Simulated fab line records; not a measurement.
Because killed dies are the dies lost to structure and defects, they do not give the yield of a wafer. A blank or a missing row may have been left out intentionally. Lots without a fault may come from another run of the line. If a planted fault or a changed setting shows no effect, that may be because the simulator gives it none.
fab line records -- flow n5_finfet
record: lots: 7, wafers: 21
route steps=1938 shown BEOL_M7@1266 BEOL_M8@1335 BEOL_M9@1419 BEOL_M10@1470 BEOL_M11@1554
start_h: the number of hours between the record's first day and the start of the first shown wafer of the lot -- wait_h: hours since the lot's step before -- " as in the row above -- L1.1+2: several wafers, shown together as one row -- - either no value or no given start -- * or withheld: withheld -- < > ~ a bound
route shown NAME@n: NAME is a module with steps in the file, n the number in the route of the first one -- usual: mean and standard deviation over wafers with no fault -- same: alike in all rows -- chamber/n: place in a boat -- sites: the reading at each site -- _std_site: standard deviation across them -- _edge_site: outer sites' mean less inner sites' -- radius_mm: for every site, how far away it sits from the centre of the wafer -- mask NAME#n: copy n -- behind: tool/chamber where the wafer was last shaped -- hold: the reason the lot was held/the length of the hold in hours/how it ended -- device: whichever transistor did not switch (one of n, p or np) -- end of line: tests of these same wafers at the route's end -- step lacking rows: just its recipe -- killed: at the first sort, the dies lost to defects and structure; wafer yield is something else -- map: per-die view of a wafer (x killed, . not killed, _ where there is no die)
set.NAME: the setting the step ran with; set.NAME@STEP: the setting that earlier step ran with -- model.NAME: the simulator's own value behind a step, which no gauge read
lots with deliberately changed settings; one table per step, one row per wafer
== steps ==
step: N5_BEOL_M7_PECVD_70
recipe: material: SiO2, target_thk_a: 200, temp_c: 400, precursor: TEOS/O2, pressure_torr: 5.5, rf_w: 450, teos_flow_sccm: 53.8, gas: O2, flow_sccm: 3000, time_s: 22.7
lot.wafer,tool,chamber,start_h,wait_h,set.temp_c,model.SiO2_of_BEOL_M7_PECVD_70.thk_nm
L074.3,pecvd-01,2,183.16,0.0,400,20.4
L074.4,pecvd-01,2,183.16,0.0,383.8,22.8
L074.6,pecvd-01,0,183.16,0.0,383.8,22.2
L082.3,pecvd-03,0,242.49,0.0,400,20
L082.4,pecvd-03,2,242.49,0.0,400,20.2
L082.5,pecvd-03,1,242.49,0.0,388.7,21.4
L084.2,pecvd-02,1,244.02,0.0,400,19.6
L084.5,pecvd-02,0,244.02,0.0,400,19.8
L084.6,pecvd-02,2,244.02,0.0,400,20.4
L087.2,pecvd-02,0,267.72,0.0,400,19.8
L087.3,pecvd-02,0,267.72,0.0,407.6,18.6
L087.4,pecvd-02,2,267.72,0.0,400,20.4
L089.3,pecvd-02,0,278.72,0.0,400,20.2
L089.4,pecvd-02,0,278.72,0.0,400,20.6
L089.6,pecvd-02,2,278.72,0.0,412.6,19
L096.1,pecvd-02,2,321.57,0.0,400,20.2
L096.2,pecvd-02,1,321.57,0.0,400,20
L096.6,pecvd-02,2,321.57,0.0,400,20.6
L097.4+5,pecvd-01,"1,0",321.85,0.1,400,20
L097.6,pecvd-01,2,321.85,0.1,416.4,18.4
step: N5_BEOL_M7_HM_DEP_02
recipe: material: TiN, target_thk_a: 200, temp_c: 25, chamber_pressure_pa: 0.49996
lot.wafer,tool,chamber,start_h,wait_h,set.target_thk_a,model.TiN_of_BEOL_M7_HM_DEP_02.thk_nm
L074.3,pvd_sputter-01,-,184.45,1.3,200,20
L074.4+6,pvd_sputter-01,-,184.45,1.3,200,20.4
L082.3,pvd_sputter-03,-,242.54,0.0,200,19.6
L082.4+5,pvd_sputter-03,-,242.54,0.0,200,20
L084.2+5,pvd_sputter-03,-,245.20,1.2,200,19.8
L084.6,pvd_sputter-03,-,245.20,1.2,200,20
L087.2+3,pvd_sputter-03,-,269.48,1.7,189.2,18.4
L087.4,pvd_sputter-03,-,269.48,1.7,200,19.8
L089.3,pvd_sputter-02,-,279.15,0.4,183.5,18.4
L089.4,pvd_sputter-02,-,279.15,0.4,200,20.2
L089.6,pvd_sputter-02,-,279.15,0.4,200,20.6
L096.1,pvd_sputter-01,-,322.94,1.4,200,20.2
L096.2,pvd_sputter-01,-,322.94,1.4,226.7,23
L096.6,pvd_sputter-01,-,322.94,1.4,200,20
L097.4+5,pvd_sputter-03,-,322.95,1.1,184.2,18.6
L097.6,pvd_sputter-03,-,322.95,1.1,184.2,18.2
step: N5_BEOL_M7_COAT_59
recipe: resist: SOC, temp_c: 250, time_s: 60, spin_rpm: 1500, resist_thk_nm: 100
step: N5_BEOL_M7_COAT_60
recipe: resist: SiARC, temp_c: 220, time_s: 60, spin_rpm: 1500, resist_thk_nm: 35
step: N5_BEOL_M7_STRIP_68
recipe: chemistry: N2/H2, temp_c: 40, n2_flow_sccm: 200, h2_flow_sccm: 200, rf_frequency_hz: 6e+07
step: N5_BEOL_M7_STRIP_67
recipe: chemistry: CF4, resist: SiARC, power_w: 300, bias_power_w: 75, pressure_mtorr: 50, cf4_flow_sccm: 150, rf_frequency_hz: 6e+07
step: N5_BEOL_M7_HM_OPEN_17
recipe: chemistry: Cl2/BCl3, target_depth_a: 200, overetch_a: 60, target: TiN, mask_material: SOC, ion_energy_ev: 150, pressure_mtorr: 10, icp_w: 1000, bias_w: 126, Cl2_flow_sccm: 53.25, bcl3_flow_sccm: 21.75, Ar_flow_sccm: 25
lot.wafer,tool,chamber,start_h,wait_h,set.target_thk_a@BEOL_M7_HM_DEP_02,model.etch.depth_nm
L074.3,rie_metal-01,0,185.22,0.1,200,20.02
L074.4,rie_metal-01,1,185.22,0.1,200,20.36
L074.6,rie_metal-01,1,185.22,0.1,200,20.4
L082.3,rie_metal-02,1,243.91,0.1,200,19.7
L082.4,rie_metal-02,0,243.91,0.1,200,19.92
L082.5,rie_metal-02,1,243.91,0.1,200,19.94
L084.2,rie_metal-01,0,249.18,0.0,200,19.85
L084.5,rie_metal-01,0,249.18,0.0,200,19.84
L084.6,rie_metal-01,1,249.18,0.0,200,20.06
L087.2,rie_metal-02,1,271.03,0.0,189.2,18.4
L087.3,rie_metal-02,1,271.03,0.0,189.2,18.49
L087.4,rie_metal-02,0,271.03,0.0,200,19.84
L089.3,rie_metal-03,1,280.33,0.1,183.5,18.3
L089.4,rie_metal-03,0,280.33,0.1,200,20.26
L089.6,rie_metal-03,0,280.33,0.1,200,20.53
L096.1,rie_metal-03,1,323.70,0.0,200,20.11
L096.2,rie_metal-03,0,323.70,0.0,226.7,22.95
L096.6,rie_metal-03,1,323.70,0.0,200,20.1
L097.4,rie_metal-02,0,324.04,0.1,184.2,18.5
L097.5,rie_metal-02,0,324.04,0.1,184.2,18.69
L097.6,rie_metal-02,0,324.04,0.1,184.2,18.24
step: N5_BEOL_M7_STRIP_19
recipe: chemistry: O2, power_w: 400, temp_c: 40, pressure_mtorr: 30, rf_frequency_hz: 6e+07, bias_power_w: 0, overash_fraction: 0.2, o2_flow_sccm: 225
step: N5_BEOL_M7_STRIP_80
recipe: chemistry: N2/H2, time_s: 10, power_w: 450, temp_c: 40, pressure_mtorr: 20, rf_frequency_hz: 6e+07, bias_power_w: 7, n2_flow_sccm: 200, h2_flow_sccm: 200
step: N5_BEOL_M7_HM_STRIP_39
recipe: chemistry: peroxide_tin_strip, material: TiN, target_depth_a: 250, temp_c: 50, time_s: 158
lot.wafer,tool,chamber,start_h,wait_h,set.temp_c@BEOL_M7_PECVD_70,model.SiO2_of_BEOL_M7_PECVD_70.thk_nm
L074.3,wet_bench-06,4,186.26,0.0,400,20.2
L074.4,wet_bench-06,5,186.26,0.0,383.8,22.8
L074.6,wet_bench-06,6,186.26,0.0,383.8,22
L082.3+4,wet_bench-06,"6,1",245.40,0.0,400,20
L082.5,wet_bench-06,5,245.40,0.0,388.7,21.2
L084.2,wet_bench-03,2,250.57,0.0,400,19.4
L084.5,wet_bench-03,0,250.57,0.0,400,19.6
L084.6,wet_bench-03,7,250.57,0.0,400,20.2
L087.2,wet_bench-04,7,274.06,0.0,400,19.8
L087.3,wet_bench-04,2,274.06,0.0,407.6,18.4
L087.4,wet_bench-04,6,274.06,0.0,400,20.2
L089.3,wet_bench-04,1,282.45,0.0,400,20
L089.4,wet_bench-04,0,282.45,0.0,400,20.4
L089.6,wet_bench-04,5,282.45,0.0,412.6,18.8
L097.4+5,wet_bench-03,"4,6",326.34,0.0,400,19.8
L097.6,wet_bench-03,3,326.34,0.0,416.4,18.2
L096.1,wet_bench-06,1,326.71,0.0,400,20
L096.2,wet_bench-06,2,326.71,0.0,400,19.8
L096.6,wet_bench-06,6,326.71,0.0,400,20.4
step: N5_BEOL_M8_PECVD_70
recipe: material: SiO2, target_thk_a: 200, temp_c: 400, precursor: TEOS/O2, pressure_torr: 5.5, rf_w: 450, teos_flow_sccm: 53.8, gas: O2, flow_sccm: 3000, time_s: 22.7
lot.wafer,tool,chamber,start_h,wait_h,set.temp_c,model.SiO2_of_BEOL_M8_PECVD_70.thk_nm
L074.3,pecvd-04,0,189.29,0.0,390,21.4
L074.4,pecvd-04,2,189.29,0.0,390,22
L074.6,pecvd-04,1,189.29,0.0,400,19.8
L082.3,pecvd-02,2,249.97,0.0,410.4,17.8
L082.4,pecvd-02,1,249.97,0.0,410.4,18.2
L082.5,pecvd-02,2,249.97,0.0,400,19.4
L084.2,pecvd-04,0,255.70,0.0,400,19.2
L084.5,pecvd-04,2,255.70,0.0,400,20.2
L084.6,pecvd-04,0,255.70,0.0,400,19.8
L087.2,pecvd-02,1,277.57,0.0,400,19.6
L087.3,pecvd-02,2,277.57,0.0,388.6,20.8
L087.4,pecvd-02,2,277.57,0.0,388.6,21.6
L089.3+6,pecvd-04,0,286.70,0.0,383.2,21.8
L089.4,pecvd-04,2,286.70,0.0,400,20
L097.4,pecvd-03,1,329.24,0.1,400,20.4
L097.5+6,pecvd-03,"0,2",329.24,0.1,400,19.6
L096.1,pecvd-02,2,329.54,0.0,400,19.4
L096.2,pecvd-02,0,329.54,0.0,407.7,18.8
L096.6,pecvd-02,0,329.54,0.0,407.7,19
step: N5_BEOL_M8_DEVELOP_10
recipe: develop_time_s: 30, developer: TMAH, resist: CAR-ArF, rinse_liquid: diw, dry: air_spin, dev_temp_c: 23
lot.wafer,tool,chamber,start_h,wait_h,set.develop_time_s
L074.3,litho_track-01,0,-,-,25.85
L074.4+6,litho_track-01,0,-,-,30
L082.3+4+5,litho_track-01,0,-,-,34.41
L084.2+5+6,litho_track-02,0,-,-,30
L087.2+3,litho_track-02,0,-,-,30
L087.4,litho_track-02,0,-,-,34.46
L089.3+4+6,litho_track-02,0,-,-,30
L097.4+5,litho_track-02,0,-,-,30
L097.6,litho_track-02,0,-,-,28.03
L096.1+2+6,litho_track-04,0,-,-,30
step: N5_BEOL_M8_STRIP_80
recipe: chemistry: N2/H2, time_s: 10, power_w: 450, temp_c: 40, pressure_mtorr: 20, rf_frequency_hz: 6e+07, bias_power_w: 7, n2_flow_sccm: 200, h2_flow_sccm: 200
step: N5_BEOL_M8_HM_STRIP_39
recipe: chemistry: peroxide_tin_strip, material: TiN, target_depth_a: 250, temp_c: 50, time_s: 158
lot.wafer,tool,chamber,start_h,wait_h,set.temp_c@BEOL_M8_PECVD_70,model.SiO2_of_BEOL_M8_PECVD_70.thk_nm
L074.3,wet_bench-02,2,193.22,0.0,390,21.2
L074.4,wet_bench-02,7,193.22,0.0,390,22
L074.6,wet_bench-02,4,193.22,0.0,400,19.6
L082.3,wet_bench-05,3,253.78,0.0,410.4,17.8
L082.4,wet_bench-05,0,253.78,0.0,410.4,18.2
L082.5,wet_bench-05,2,253.78,0.0,400,19.2
L084.2,wet_bench-02,5,259.61,0.0,400,19.2
L084.5,wet_bench-02,2,259.61,0.0,400,20.2
L084.6,wet_bench-02,1,259.61,0.0,400,19.6
L087.2,wet_bench-02,1,282.44,0.0,400,19.4
L087.3,wet_bench-02,6,282.44,0.0,388.6,20.6
L087.4,wet_bench-02,0,282.44,0.0,388.6,21.4
L089.3,wet_bench-01,4,290.92,0.0,383.2,21.6
L089.4,wet_bench-01,5,290.92,0.0,400,19.8
L089.6,wet_bench-01,1,290.92,0.0,383.2,21.8
L097.4,wet_bench-01,4,333.70,0.0,400,20.2
L097.5,wet_bench-01,5,333.70,0.0,400,19.4
L097.6,wet_bench-01,0,333.70,0.0,400,19.6
L096.1,wet_bench-02,6,333.75,0.0,400,19.4
L096.2,wet_bench-02,3,333.75,0.0,407.7,18.6
L096.6,wet_bench-02,4,333.75,0.0,407.7,18.8
step: N5_BEOL_M9_ETCH_62
recipe: chemistry: N2/H2, target: SOC, target_depth_a: 1100, overetch_a: 220, mask_material: SiARC, temp_c: 40, time_s: 165, ion_energy_ev: 200, pressure_mtorr: 30, source_w: 840, bias_w: 150, n2_flow_sccm: 200, h2_flow_sccm: 200
usual: rf_vpp_V: 525.0/1.7
lot.wafer,tool,chamber,start_h,wait_h,set.source_w,rf_vpp_V
L074.3,rie_diel-01,3,198.43,0.0,840,523.8
L074.4,rie_diel-01,2,198.43,0.0,840,522.1
L074.6,rie_diel-01,2,198.43,0.0,840,521.4
L082.3,rie_diel-04,0,259.72,0.0,840,528.0
L082.4,rie_diel-04,1,259.72,0.0,791.3,536.3
L082.5,rie_diel-04,3,259.72,0.0,840,523.2
L084.2,rie_diel-05,1,265.46,0.0,840,523.5
L084.5,rie_diel-05,0,265.46,0.0,840,526.8
L084.6,rie_diel-05,1,265.46,0.0,840,525.6
L087.2,rie_diel-04,1,287.83,0.0,840,525.0
L087.3,rie_diel-04,2,287.83,0.0,983.6,497.6
L087.4,rie_diel-04,3,287.83,0.0,983.6,496.2
L089.3,rie_diel-01,3,299.25,0.0,926.5,505.1
L089.4,rie_diel-01,2,299.25,0.0,840,521.5
L089.6,rie_diel-01,0,299.25,0.0,840,521.9
L097.4,rie_diel-05,3,340.21,0.0,840,522.9
L097.5,rie_diel-05,0,340.21,0.0,938.2,506.6
L097.6,rie_diel-05,1,340.21,0.0,938.2,505.3
L096.1,rie_diel-05,2,340.68,0.0,892.9,515.2
L096.2,rie_diel-05,1,340.68,0.0,892.9,513.5
L096.6,rie_diel-05,1,340.68,0.0,840,524.3
step: N5_BEOL_M9_EXPOSE_25
recipe: mask_id: V8, na: 0.33, source_shape: annular, sigma_inner: 0.4, sigma_outer: 0.8, polarization: unpolarized, dose_mj: 37.25
lot.wafer,tool,chamber,start_h,wait_h,mask,set.dose_mj
L074.3+4+6,euv_scanner-02,0,199.61,-,V8#0,39.54
L082.3+4+5,euv_scanner-02,0,261.24,-,V8#0,37.25
L084.2+5+6,euv_scanner-01,0,268.36,-,V8#0,37.25
L087.2+3+4,euv_scanner-02,0,288.48,-,V8#0,37.25
L089.3+4,euv_scanner-02,0,301.47,-,V8#0,37.25
L089.6,euv_scanner-02,0,301.47,-,V8#0,39.78
L097.4+6,euv_scanner-02,0,342.21,-,V8#0,37.25
L097.5,euv_scanner-02,0,342.21,-,V8#0,35.87
L096.1+6,euv_scanner-02,0,344.05,-,V8#0,39.87
L096.2,euv_scanner-02,0,344.05,-,V8#0,37.25
step: N5_BEOL_M9_PEB_26
recipe: peb_temp_c: 100, peb_time_s: 60, resist: CAR-EUV
step: N5_BEOL_M9_DEVELOP_27
recipe: develop_time_s: 30, developer: TMAH, resist: CAR-EUV, rinse_liquid: surfactant_rinse, dry: air_spin, dev_temp_c: 23
step: N5_BEOL_M9_CD_MEAS_28
recipe: target_cd_nm: 70, landing_energy_ev: 500, detector: se_inlens, polarity: opening
usual: cd_nm: 70.0/0.33
lot.wafer,tool,chamber,start_h,wait_h,set.dose_mj@BEOL_M9_EXPOSE_25,cd_nm
L074.3,cd_sem-03,0,199.72,-,39.54,72.1
L074.4,cd_sem-03,0,199.72,-,39.54,71.9
L074.6,cd_sem-03,0,199.72,-,39.54,71.7
L082.3,cd_sem-03,0,261.36,-,37.25,70.3
L082.4,cd_sem-03,0,261.36,-,37.25,70.5
L082.5,cd_sem-03,0,261.36,-,37.25,70.0
L084.2,cd_sem-03,0,268.48,-,37.25,70.1
L084.5,cd_sem-03,0,268.48,-,37.25,70.2
L084.6,cd_sem-03,0,268.48,-,37.25,70.5
L087.2,cd_sem-02,0,288.60,-,37.25,70.0
L087.3,cd_sem-02,0,288.60,-,37.25,70.2
L087.4,cd_sem-02,0,288.60,-,37.25,70.2
L089.3,cd_sem-01,0,301.59,-,37.25,69.9
L089.4,cd_sem-01,0,301.59,-,37.25,69.4
L089.6,cd_sem-01,0,301.59,-,39.78,72.1
L097.4,cd_sem-03,0,342.32,-,37.25,69.7
L097.5,cd_sem-03,0,342.32,-,35.87,68.7
L097.6,cd_sem-03,0,342.32,-,37.25,69.4
L096.1,cd_sem-03,0,344.19,-,39.87,71.5
L096.2,cd_sem-03,0,344.19,-,37.25,69.6
L096.6,cd_sem-03,0,344.19,-,39.87,71.5
step: N5_BEOL_M10_ILD_DEP_00
recipe: material: SiCOH_lowk, target_thk_a: 3085.1, temp_c: 300, precursor: DEMS/porogen, pressure_torr: 5, rf_w: 500, time_s: 58
lot.wafer,tool,chamber,start_h,wait_h,set.time_s,model.SiCOH_lowk_of_BEOL_M10_ILD_DEP_00.thk_nm
L074.3,pecvd-03,1,202.93,0.1,58,304
L074.4,pecvd-03,1,202.93,0.1,66.54,349.4
L074.6,pecvd-03,1,202.93,0.1,58,301.2
L082.3,pecvd-01,1,264.24,0.0,61.25,321.6
L082.4,pecvd-01,1,264.24,0.0,58,309.4
L082.5,pecvd-01,0,264.24,0.0,58,306.6
L084.2,pecvd-04,0,271.81,0.1,58,310
L084.5,pecvd-04,0,271.81,0.1,58,311.8
L084.6,pecvd-04,2,271.81,0.1,58,315.8
L087.2,pecvd-01,1,292.85,0.0,58,299.2
L087.3,pecvd-01,0,292.85,0.0,58,297.2
L087.4,pecvd-01,2,292.85,0.0,58,305.8
L089.3,pecvd-03,0,304.78,0.0,58,302.4
L089.4,pecvd-03,2,304.78,0.0,58,308
L089.6,pecvd-03,0,304.78,0.0,58,311.2
L097.4,pecvd-01,2,346.81,0.1,60.23,327
L097.5,pecvd-01,0,346.81,0.1,58,303.6
L097.6,pecvd-01,1,346.81,0.1,60.23,322.4
L096.1,pecvd-03,0,347.73,0.0,58,308.4
L096.2,pecvd-03,1,347.73,0.0,55.57,293.6
L096.6,pecvd-03,1,347.73,0.0,55.57,295.2
step: N5_BEOL_M10_CURE_71
recipe: temp_c: 385, time_s: 240, ambient: He/Ar, material: SiCOH_lowk
lot.wafer,tool,chamber,start_h,wait_h,set.time_s@BEOL_M10_ILD_DEP_00,model.SiCOH_lowk_of_BEOL_M10_ILD_DEP_00.thk_nm
L074.3,uv_cure-03,1,203.23,0.3,58,264
L074.4,uv_cure-03,1,203.23,0.3,66.54,304.2
L074.6,uv_cure-03,1,203.23,0.3,58,261.6
L082.3,uv_cure-01,0,264.47,0.2,61.25,279.6
L082.4,uv_cure-01,0,264.47,0.2,58,268.8
L082.5,uv_cure-01,0,264.47,0.2,58,266.4
L084.2,uv_cure-03,2,271.97,0.1,58,269.4
L084.5,uv_cure-03,2,271.97,0.1,58,271
L084.6,uv_cure-03,2,271.97,0.1,58,274.4
L087.2,uv_cure-01,2,293.25,0.4,58,259.8
L087.3,uv_cure-01,2,293.25,0.4,58,258
L087.4,uv_cure-01,2,293.25,0.4,58,265.6
L089.3,uv_cure-03,0,305.01,0.2,58,262.6
L089.4,uv_cure-03,0,305.01,0.2,58,267.6
L089.6,uv_cure-03,0,305.01,0.2,58,270.4
L097.4,uv_cure-01,0,347.10,0.3,60.23,284.4
L097.5,uv_cure-01,0,347.10,0.3,58,263.6
L097.6,uv_cure-01,0,347.10,0.3,60.23,280.2
L096.1,uv_cure-01,0,347.81,0.0,58,267.8
L096.2,uv_cure-01,0,347.81,0.0,55.57,254.8
L096.6,uv_cure-01,0,347.81,0.0,55.57,256.2
step: N5_BEOL_M10_THK_MEAS_01
recipe: reads: SiCOH_lowk_of_BEOL_M10_ILD_DEP_00
usual: M10_ILD_THK: 267/3.8
lot.wafer,tool,chamber,start_h,wait_h,set.time_s@BEOL_M10_ILD_DEP_00,M10_ILD_THK[nm]
L074.3,film_metro-02,-,203.58,0.3,58,264
L074.4,film_metro-02,-,203.58,0.3,66.54,304
L074.6,film_metro-02,-,203.58,0.3,58,261
L082.3,film_metro-01,-,264.83,0.3,61.25,280
L082.4,film_metro-01,-,264.83,0.3,58,269
L082.5,film_metro-01,-,264.83,0.3,58,266
L084.2,film_metro-01,-,272.40,0.4,58,269
L084.5,film_metro-01,-,272.40,0.4,58,271
L084.6,film_metro-01,-,272.40,0.4,58,274
L087.2,film_metro-01,-,293.68,0.4,58,260
L087.3,film_metro-01,-,293.68,0.4,58,258
L087.4,film_metro-01,-,293.68,0.4,58,266
L089.3,film_metro-01,-,305.37,0.3,58,262
L089.4,film_metro-01,-,305.37,0.3,58,268
L089.6,film_metro-01,-,305.37,0.3,58,270
L097.4,film_metro-02,-,347.37,0.2,60.23,284
L097.5,film_metro-02,-,347.37,0.2,58,264
L097.6,film_metro-02,-,347.37,0.2,60.23,280
L096.1,film_metro-02,-,348.32,0.4,58,268
L096.2,film_metro-02,-,348.32,0.4,55.57,255
L096.6,film_metro-02,-,348.32,0.4,55.57,256
step: N5_BEOL_M10_PEB_26
recipe: peb_temp_c: withheld, peb_time_s: 60, resist: CAR-ArF
lot.wafer,tool,chamber,start_h,wait_h,set.peb_time_s
L074.3+4,litho_track-01,0,205.37,0.0,60
L074.6,litho_track-01,0,205.37,0.0,65.08
L082.3+5,litho_track-01,0,268.55,0.0,60
L082.4,litho_track-01,0,268.55,0.0,68.56
L084.2+5+6,litho_track-02,0,274.82,0.1,60
L087.2,litho_track-02,0,297.81,0.1,60
L087.3+4,litho_track-02,0,297.81,0.1,47.59
L089.3+4,litho_track-05,0,308.37,0.0,53.78
L089.6,litho_track-05,0,308.37,0.0,60
L097.4+5,litho_track-05,0,351.12,0.0,65.39
L097.6,litho_track-05,0,351.12,0.0,60
L096.1,litho_track-05,0,351.20,0.1,60
L096.2+6,litho_track-05,0,351.20,0.1,55.48
step: N5_BEOL_M10_DEVELOP_27
recipe: develop_time_s: 30, developer: TMAH, resist: CAR-ArF, rinse_liquid: diw, dry: air_spin, dev_temp_c: 23
step: N5_BEOL_M10_CD_MEAS_28
recipe: target_cd_nm: 70, landing_energy_ev: 500, detector: se_inlens, polarity: opening
usual: cd_nm: 70.4/0.95
lot.wafer,tool,chamber,start_h,wait_h,set.peb_time_s@BEOL_M10_PEB_26,cd_nm
L074.3,cd_sem-01,0,205.44,-,60,69.8
L074.4,cd_sem-01,0,205.44,-,60,70.0
L074.6,cd_sem-01,0,205.44,-,65.08,73.9
L082.3,cd_sem-03,0,268.61,-,60,69.5
L082.4,cd_sem-03,0,268.61,-,68.56,77.5
L082.5,cd_sem-03,0,268.61,-,60,70.5
L084.2,cd_sem-01,0,274.89,-,60,70.5
L084.5,cd_sem-01,0,274.89,-,60,72.4
L084.6,cd_sem-01,0,274.89,-,60,69.6
L087.2,cd_sem-03,0,297.88,-,60,70.4
L087.3,cd_sem-03,0,297.88,-,47.59,59.1
L087.4,cd_sem-03,0,297.88,-,47.59,58.0
L089.3,cd_sem-02,0,308.43,-,53.78,65.3
L089.4,cd_sem-02,0,308.43,-,53.78,65.1
L089.6,cd_sem-02,0,308.43,-,60,70.5
L097.4,cd_sem-03,0,351.19,-,65.39,74.0
L097.5,cd_sem-03,0,351.19,-,65.39,73.9
L097.6,cd_sem-03,0,351.19,-,60,70.7
L096.1,cd_sem-01,0,351.27,-,60,70.7
L096.2,cd_sem-01,0,351.27,-,55.48,66.8
L096.6,cd_sem-01,0,351.27,-,55.48,67.2
step: N5_BEOL_M11_ETCH_62
recipe: chemistry: N2/H2, target: SOC, target_depth_a: 1100, overetch_a: 220, mask_material: SiARC, temp_c: 40, time_s: 165, ion_energy_ev: 200, pressure_mtorr: 30, source_w: 840, bias_w: 150, n2_flow_sccm: 200, h2_flow_sccm: 200
lot.wafer,tool,chamber,start_h,wait_h,set.time_s,model.SiARC_of_BEOL_M11_COAT_60.thk_nm
L074.3,rie_diel-04,1,213.05,0.0,142.3,24
L074.4,rie_diel-04,0,213.05,0.0,165,23.6
L074.6,rie_diel-04,2,213.05,0.0,165,23.4
L082.3,rie_diel-01,1,275.04,0.0,165,23.8
L082.4,rie_diel-01,3,275.04,0.0,165,23.6
L082.5,rie_diel-01,2,275.04,0.0,165,23.2
L084.2+5,rie_diel-01,"3,0",283.58,0.0,165,23.4
L084.6,rie_diel-01,1,283.58,0.0,165,23.8
L087.2,rie_diel-05,3,303.84,0.0,165,24
L087.3,rie_diel-05,1,303.84,0.0,165,23.8
L087.4,rie_diel-05,1,303.84,0.0,132.4,25
L089.3,rie_diel-04,3,314.48,0.0,201.7,21.6
L089.4,rie_diel-04,0,314.48,0.0,165,24
L089.6,rie_diel-04,1,314.48,0.0,201.7,21.8
L096.1,rie_diel-05,2,356.83,0.0,182.9,22.8
L096.2,rie_diel-05,1,356.83,0.0,165,23.8
L096.6,rie_diel-05,1,356.83,0.0,182.9,23.2
L097.4,rie_diel-01,0,357.44,0.0,165,23.6
L097.5,rie_diel-01,0,357.44,0.0,200.2,22.4
L097.6,rie_diel-01,1,357.44,0.0,165,24
step: N5_BEOL_M11_STRIP_68
recipe: chemistry: N2/H2, temp_c: 40, n2_flow_sccm: 200, h2_flow_sccm: 200, rf_frequency_hz: 6e+07
step: N5_BEOL_M11_STRIP_67
recipe: chemistry: CF4, resist: SiARC, power_w: 300, bias_power_w: 75, pressure_mtorr: 50, cf4_flow_sccm: 150, rf_frequency_hz: 6e+07
step: N5_BEOL_M11_HM_OPEN_17
recipe: chemistry: Cl2/BCl3, target_depth_a: 200, overetch_a: 60, target: TiN, mask_material: SOC, ion_energy_ev: 150, pressure_mtorr: 10, icp_w: 1000, bias_w: 126, Cl2_flow_sccm: 53.25, bcl3_flow_sccm: 21.75, Ar_flow_sccm: 25
lot.wafer,tool,chamber,start_h,wait_h,set.time_s@BEOL_M11_ETCH_62,model.etch.depth_nm
L074.3,rie_metal-03,1,213.27,0.1,142.3,20.38
L074.4,rie_metal-03,0,213.27,0.1,165,19.97
L074.6,rie_metal-03,0,213.27,0.1,165,19.8
L082.3,rie_metal-03,0,275.26,0.1,165,20.41
L082.4,rie_metal-03,1,275.26,0.1,165,20.07
L082.5,rie_metal-03,0,275.26,0.1,165,20.19
L084.2,rie_metal-01,1,283.76,0.0,165,19.72
L084.5,rie_metal-01,0,283.76,0.0,165,19.43
L084.6,rie_metal-01,1,283.76,0.0,165,19.48
L087.2,rie_metal-03,0,304.03,0.0,165,20.07
L087.3,rie_metal-03,1,304.03,0.0,165,20.02
L087.4,rie_metal-03,0,304.03,0.0,132.4,20.28
L089.3,rie_metal-03,0,314.70,0.1,201.7,16.84
L089.4,rie_metal-03,1,314.70,0.1,165,20.23
L089.6,rie_metal-03,1,314.70,0.1,201.7,16.7
L096.1,rie_metal-03,0,357.01,0.0,182.9,18.59
L096.2,rie_metal-03,1,357.01,0.0,165,20.21
L096.6,rie_metal-03,0,357.01,0.0,182.9,18.76
L097.4,rie_metal-03,1,357.66,0.1,165,19.58
L097.5,rie_metal-03,0,357.66,0.1,200.2,16.76
L097.6,rie_metal-03,1,357.66,0.1,165,19.98
== key ==
split: step: N5_BEOL_M7_PECVD_70, setting: temp_c, stated: 400, by: wafer
response: step: N5_BEOL_M7_PECVD_70, reading: model.SiO2_of_BEOL_M7_PECVD_70.thk_nm, change: -0.475, per: 1%, r: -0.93
response: step: N5_BEOL_M7_HM_STRIP_39, reading: model.SiO2_of_BEOL_M7_PECVD_70.thk_nm, change: -0.481, per: 1%, r: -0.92
split: step: N5_BEOL_M7_HM_DEP_02, setting: target_thk_a, stated: 200, by: wafer
response: step: N5_BEOL_M7_HM_DEP_02, reading: model.TiN_of_BEOL_M7_HM_DEP_02.thk_nm, change: +0.228, per: 1%, r: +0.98
response: step: N5_BEOL_M7_HM_OPEN_17, reading: model.etch.depth_nm, change: +0.228, per: 1%, r: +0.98
split: step: N5_BEOL_M8_PECVD_70, setting: temp_c, stated: 400, by: wafer
response: step: N5_BEOL_M8_PECVD_70, reading: model.SiO2_of_BEOL_M8_PECVD_70.thk_nm, change: -0.505, per: 1%, r: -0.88
response: step: N5_BEOL_M8_HM_STRIP_39, reading: model.SiO2_of_BEOL_M8_PECVD_70.thk_nm, change: -0.518, per: 1%, r: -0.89
split: step: N5_BEOL_M8_DEVELOP_10, setting: develop_time_s, stated: 30, by: wafer
response none clear
split: step: N5_BEOL_M9_ETCH_62, setting: source_w, stated: 840, by: wafer
response: step: N5_BEOL_M9_ETCH_62, reading: rf_vpp_V, change: -1.6, per: 1%, r: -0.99
split: step: N5_BEOL_M9_EXPOSE_25, setting: dose_mj, stated: 37.25, by: wafer
response: step: N5_BEOL_M9_CD_MEAS_28, reading: cd_nm, change: +0.301, per: 1%, r: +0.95
split: step: N5_BEOL_M10_ILD_DEP_00, setting: time_s, stated: 58, by: wafer
response: step: N5_BEOL_M10_ILD_DEP_00, reading: model.SiCOH_lowk_of_BEOL_M10_ILD_DEP_00.thk_nm, change: +3.23, per: 1%, r: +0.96
response: step: N5_BEOL_M10_CURE_71, reading: model.SiCOH_lowk_of_BEOL_M10_ILD_DEP_00.thk_nm, change: +2.85, per: 1%, r: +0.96
response: step: N5_BEOL_M10_THK_MEAS_01, reading: M10_ILD_THK, change: +2.87, per: 1%, r: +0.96
split: step: N5_BEOL_M10_PEB_26, setting: peb_time_s, stated: 60, by: wafer
response: step: N5_BEOL_M10_CD_MEAS_28, reading: cd_nm, change: +0.525, per: 1%, r: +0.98
split: step: N5_BEOL_M11_ETCH_62, setting: time_s, stated: 165, by: wafer
response: step: N5_BEOL_M11_ETCH_62, reading: model.SiARC_of_BEOL_M11_COAT_60.thk_nm, change: -0.0718, per: 1%, r: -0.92
response: step: N5_BEOL_M11_HM_OPEN_17, reading: model.etch.depth_nm, shape: bent, at_lowest: 20.28, at_stated: 19.94, at_highest: 16.77
